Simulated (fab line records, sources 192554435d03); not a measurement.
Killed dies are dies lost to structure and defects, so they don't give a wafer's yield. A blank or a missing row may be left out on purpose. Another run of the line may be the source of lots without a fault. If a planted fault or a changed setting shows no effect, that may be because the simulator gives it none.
Chamber matching ; flow n5-finfet ; N5_FIN_CUT_DESCUM_13 on rie-diel-01 has 4 sister chambers
The step chemistry O2, time 7 s. 4 wafers are shown with their chamber, then 7 later ones without.

## EACH WAFER AND ITS CHAMBER
wafer;chamber;showerhead-plenum-p-Torr (Torr)
L086.5;0;1.94
L086.6;3;2.07
L087.2;1;2.17
L087.4;2;2.10

## WAFERS WITHOUT THEIR CHAMBER
wafer;showerhead-plenum-p-Torr (Torr)
L087.6;1.94
L090.2;2.17
L090.3;1.94
L090.4;2.06
L094.2;2.10
L094.3;2.17
L094.4;2.06

## WHICH CHAMBER EACH WENT THROUGH
wafer;from the rows above;in truth
L087.6;0;0
L090.2;1;1
L090.3;0;0
L090.4;3;3
L094.2;2;2
L094.3;1;1
L094.4;3;3
Correctly placed: 7 of 7. Not placeable from these rows: 0. Placed wrongly: 0.
How it was worked out, from the rows above alone: a wafer's distance from a chamber is the root of the sum, over the readings, of the square of ((its reading less the chamber's mean) divided by the reading's scatter). The wafer belongs to the nearest chamber; if the next one is less than 2 further off, it can't be placed. For every chamber, the mean is computed from those of its wafers that are shown. The scatter: with one shown wafer a chamber, the root of the mean of the squares of how far each hidden wafer lies from its nearest shown one.
